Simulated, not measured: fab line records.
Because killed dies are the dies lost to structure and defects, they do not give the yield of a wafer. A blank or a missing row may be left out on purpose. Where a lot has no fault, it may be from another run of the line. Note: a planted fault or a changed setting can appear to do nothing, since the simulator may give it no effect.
Which of the tools did it? | flow n5Finfet | 9 lots, 24 wafers sampled, at 5 steps of a route of 1938

WHAT THE GAUGES SHOWED, per wafer
N5_BEOL_M13_THK_MEAS_01.
lot  | measured     | on           | M13_ILD_THK (nm)
L545 | day 12 17:51 | filmMetro-01 | 813 820 818
L548 | day 13 01:38 | filmMetro-01 | 828 820 834
L549 | day 13 08:16 | filmMetro-02 | 832 830 843
L553 | day 13 23:48 | filmMetro-02 | 786 849
L550 | day 14 03:51 | filmMetro-01 | 846 834 850
L554 | day 14 13:05 | filmMetro-02 | 786 836
L556 | day 15 04:08 | filmMetro-02 | 787 828
L560 | day 16 15:58 | filmMetro-01 | 809 838 821
L561 | day 16 16:08 | filmMetro-02 | 825 813 846

WHAT TOOL EACH LOT RAN ON (gives the tool, then ch and the chambers of the sampled wafers, and finally the start)
lot  | N5_BEOL_M12_DESCUM_33             | N5_BEOL_M12_STRIP_37                | N5_BEOL_M12_CMP_49            | N5_BEOL_M13_ILD_DEP_00
L545 | rieDiel-05 ch 0,1,2, day 12 12:12 | plasmaAsher-02 ch 0,1, day 12 12:46 | cmp-01 ch 1,2,3, day 12 17:13 | pecvd-01 ch 0,1,2, day 12 17:42
L548 | rieDiel-05 ch 1,3, day 12 21:50   | plasmaAsher-02 ch 0,1, day 12 22:23 | cmp-01 ch 0,3, day 13 01:02   | pecvd-01 ch 0,1, day 13 01:29
L549 | rieDiel-04 ch 0,3, day 13 04:02   | plasmaAsher-01 ch 0,1, day 13 04:35 | cmp-01 ch 0,1,2, day 13 07:41 | pecvd-01 ch 0,2, day 13 08:07
L553 | rieDiel-02 ch 1,2, day 13 19:01   | plasmaAsher-01 ch 0,1, day 13 19:35 | cmp-04 ch 0,2, day 13 23:10   | pecvd-01 ch 2, day 13 23:39
L550 | rieDiel-02 ch 0,1,2, day 13 19:45 | plasmaAsher-02 ch 0,1, day 13 20:19 | cmp-04 ch 2,3, day 14 03:10   | pecvd-02 ch 0,1, day 14 03:42
L554 | rieDiel-05 ch 0,1, day 14 05:32   | plasmaAsher-01 ch 0,1, day 14 06:07 | cmp-03 ch 0,2, day 14 12:28   | pecvd-01 ch 0,2, day 14 12:56
L556 | rieDiel-02 ch 0,1, day 14 22:18   | plasmaAsher-01 ch 0,1, day 14 22:53 | cmp-01 ch 1,3, day 15 03:30   | pecvd-01 ch 1,2, day 15 03:59
L560 | rieDiel-04 ch 0,3, day 16 11:31   | plasmaAsher-02 ch 0,1, day 16 12:05 | cmp-03 ch 0,3, day 16 15:20   | pecvd-02 ch 0,2, day 16 15:49
L561 | rieDiel-02 ch 1,2,3, day 16 11:59 | plasmaAsher-01 ch 0, day 16 12:32   | cmp-01 ch 0,2,3, day 16 15:32 | pecvd-02 ch 0,1,2, day 16 15:58
- N5_BEOL_M12_DESCUM_33: chemistry O2, time 7.9 s.
- N5_BEOL_M12_STRIP_37: strips in N2/H2.
- N5_BEOL_M12_CMP_49: polishes, stops on SiOC, t overpolish 20.6 s, target thk 320 nm.
- N5_BEOL_M13_ILD_DEP_00: deposits SiOC from DEMS/O2, target thk 837.92 nm, time 166.4 s.

THE ANSWER, worked out from the rows above alone
Rule: usual is defined by the lots themselves. The widest of any qualifying gaps counts: lots, ordered by their means at a reading, are off when they make up no more than a third of the lots, leave a main group of 4 or more, and stand apart from it by 3 or more times the standard deviation of that group's means. A main group whose means are all the same, to the digits that the tables above print for the reading, isn't used. Also off: a lot with no number at a reading for which 4 or more lots have one. Any other lot the step has rows for is counted as sound.
Across all readings shown, no lot is off: no conclusion can be drawn from this.

WHAT WAS PUT IN BY THE SIMULATOR
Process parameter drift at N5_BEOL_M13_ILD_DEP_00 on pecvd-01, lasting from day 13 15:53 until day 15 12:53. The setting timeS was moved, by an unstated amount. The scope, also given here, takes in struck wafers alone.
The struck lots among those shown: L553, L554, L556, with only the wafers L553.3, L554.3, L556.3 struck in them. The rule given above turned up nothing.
